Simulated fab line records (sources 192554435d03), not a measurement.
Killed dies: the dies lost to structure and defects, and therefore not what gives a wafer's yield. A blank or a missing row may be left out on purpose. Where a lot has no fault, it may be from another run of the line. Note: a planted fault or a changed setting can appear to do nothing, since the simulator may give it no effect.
Lot-split experiment + flow n5Finfet + 7 lots, 39 wafers read, on a route of 1938 steps

THE SPLIT
At N5_GATE_CUT_DESCUM_18 (chemistry O2, time 7 s), the setting timeS was moved away from the recipe's 7 s on 9 of the 39 wafers read, by -46.3% to +17.4%. This setting was run at the recipe's value on the other wafers.

Split to reading: the file shows no intervening step.

THE READING
CAR-EUV_of_GATE_CUT_COAT_07.thkNm (the simulator's own value, which no gauge read), in nm, at N5_GATE_CUT_ETCH_28 (etches underlayer in N2/H2, target depth 13 nm, time 10.4 s). There is no usual value for it anywhere in the file. The 30 wafers here that ran the recipe average 14.7 nm, standard deviation 0.12 nm.

| wafer  | tool, chamber at the split | timeS as run, s | against the recipe | CAR-EUV_of_GATE_CUT_COAT_07.thkNm, nm | against lot-mates on the recipe |
|--------|----------------------------|-----------------|--------------------|---------------------------------------|---------------------------------|
| L074.2 | rieDiel-04, 3,3,1          | 7               | recipe             | 14.8                                  | -                               |
| L074.6 | rieDiel-04, 3,3,1          | 7               | recipe             | 14.8                                  | -                               |
| L074.4 | rieDiel-04, 3,3,1          | 7               | recipe             | 14.6                                  | -                               |
| L077.1 | rieDiel-01, 2              | 3.761           | -46.3%             | 16.4                                  | +1.8                            |
| L077.2 | rieDiel-01, 3,1            | 3.761           | -46.3%             | 16.2                                  | +1.6                            |
| L077.3 | rieDiel-01, 3,1            | 3.761           | -46.3%             | 16.2                                  | +1.6                            |
| L077.4 | rieDiel-01, 3,1            | 7               | recipe             | 14.6                                  | -                               |
| L077.5 | rieDiel-01, 2              | 7               | recipe             | 14.6                                  | -                               |
| L077.6 | rieDiel-01, 3,1            | 7               | recipe             | 14.6                                  | -                               |
| L081.1 | rieDiel-04, 3,2,2          | 7               | recipe             | 14.8                                  | -                               |
| L081.5 | rieDiel-04, 3,2,2          | 7               | recipe             | 14.8                                  | -                               |
| L081.2 | rieDiel-04, 1,0            | 4.673           | -33.2%             | 16                                    | +1.3                            |
| L081.6 | rieDiel-04, 1              | 4.673           | -33.2%             | 16                                    | +1.3                            |
| L081.3 | rieDiel-04, 3,2,2          | 7               | recipe             | 14.6                                  | -                               |
| L081.4 | rieDiel-04, 1,0            | 4.673           | -33.2%             | 15.8                                  | +1.1                            |
| L085.1 | rieDiel-04, 0,2,3,1,1      | 7               | recipe             | 14.4                                  | -                               |
| L085.2 | rieDiel-04, 0,2,3,1,1      | 7               | recipe             | 14.6                                  | -                               |
| L085.3 | rieDiel-04, 0,2,3,1,1      | 7               | recipe             | 14.6                                  | -                               |
| L085.4 | rieDiel-04, 0,2,3,1,1      | 7               | recipe             | 14.6                                  | -                               |
| L085.5 | rieDiel-04, 2              | 7               | recipe             | 14.6                                  | -                               |
| L085.6 | rieDiel-04, 0,2,3,1,1      | 7               | recipe             | 14.8                                  | -                               |
| L089.1 | rieDiel-04, 3,0,2,1        | 7               | recipe             | 14.8                                  | -                               |
| L089.3 | rieDiel-04, 3,0,2,1        | 7               | recipe             | 14.8                                  | -                               |
| L089.4 | rieDiel-04, 3,0,2,1        | 7               | recipe             | 14.8                                  | -                               |
| L089.5 | rieDiel-04, 1,2            | 7               | recipe             | 14.8                                  | -                               |
| L089.2 | rieDiel-04, 3,0,2,1        | 7               | recipe             | 14.6                                  | -                               |
| L089.6 | rieDiel-04, 1,2            | 7               | recipe             | 14.6                                  | -                               |
| L093.1 | rieDiel-04, 1,0,2,2,0      | 7               | recipe             | 14.8                                  | -                               |
| L093.5 | rieDiel-04, 1              | 7               | recipe             | 14.8                                  | -                               |
| L093.2 | rieDiel-04, 1,0,2,2,0      | 7               | recipe             | 14.6                                  | -                               |
| L093.3 | rieDiel-04, 1,0,2,2,0      | 7               | recipe             | 14.6                                  | -                               |
| L093.4 | rieDiel-04, 1,0,2,2,0      | 7               | recipe             | 14.6                                  | -                               |
| L093.6 | rieDiel-04, 1,0,2,2,0      | 7               | recipe             | 14.4                                  | -                               |
| L096.1 | rieDiel-05, 3,0,2          | 7               | recipe             | 14.6                                  | -                               |
| L096.4 | rieDiel-05, 3,0,2          | 7               | recipe             | 14.6                                  | -                               |
| L096.5 | rieDiel-05, 3,0,2          | 7               | recipe             | 14.6                                  | -                               |
| L096.2 | rieDiel-05, 2,1            | 8.215           | +17.4%             | 13.8                                  | -0.8                            |
| L096.3 | rieDiel-05, 2,1            | 8.215           | +17.4%             | 14                                    | -0.6                            |
| L096.6 | rieDiel-05, 3              | 8.215           | +17.4%             | 14                                    | -0.6                            |
The file does not say which wafer passed through which chamber wherever a row lists several chambers: such a row stands for several wafers.

THE FIT
A straight line over all 39 wafers: CAR-EUV_of_GATE_CUT_COAT_07.thkNm changes by -0.0366 nm for each +1% of timeS; r = -0.98; the points scatter about the line by 0.12 nm.
The same after taking each lot's own level away (the mean of its wafers on the recipe; 39 wafers): -0.0363 nm for each +1%; r = -0.99; scatter 0.1 nm.
That fit puts the effect of the largest move of timeS on the reading at 1.7 nm.
The span of the lots' own levels, 14.60 to 14.73 nm, comes to 1.1 times the standard deviation stated above.
Hence the lot-to-lot level has little effect on the slope; both slopes agree.
Check: for one of the wafers moved furthest among these (-46.3%), held out of the fit, the line's prediction against its lot-mates is +1.65 nm. It came out at +1.8 nm against them.

THE OTHER SPLITS THESE WAFERS WENT THROUGH
These wafers also went through other splits before the reading. Each is held against what the fit with the lots' levels taken away leaves over:
| other split on the same wafers                  | wafers away from the commonest value | r with CAR-EUV_of_GATE_CUT_COAT_07.thkNm (lot level and that fit taken away) |
|-------------------------------------------------|--------------------------------------|------------------------------------------------------------------------------|
| N5_PMOS_HMC_CHANNEL_EPI_DEVELOP_08 developTimeS | 18                                   | -0.13                                                                        |
| N5_SD_EPI_P_EPI_21 timeS                        | 15                                   | +0.04                                                                        |

THE WHOLE CHAIN: every reading that the file lists as answering this split, in the file's order
| step                  | what it does                                                | reading                                                                            | change (the file's fit)                | r (the file's) |
|-----------------------|-------------------------------------------------------------|------------------------------------------------------------------------------------|----------------------------------------|----------------|
| N5_GATE_CUT_DESCUM_18 | chemistry O2, time 7 s                                      | CAR-EUV_of_GATE_CUT_COAT_07.thkNm (the simulator's own value, which no gauge read) | -0.0351 nm for each +1% of the setting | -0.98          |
| N5_GATE_CUT_ETCH_28   | etches underlayer in N2/H2, target depth 13 nm, time 10.4 s | CAR-EUV_of_GATE_CUT_COAT_07.thkNm (the simulator's own value, which no gauge read) | -0.0362 nm for each +1% of the setting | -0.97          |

FILE'S OWN FIT
CAR-EUV_of_GATE_CUT_COAT_07.thkNm changes by -0.0362 nm for each +1% of timeS, r = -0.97.
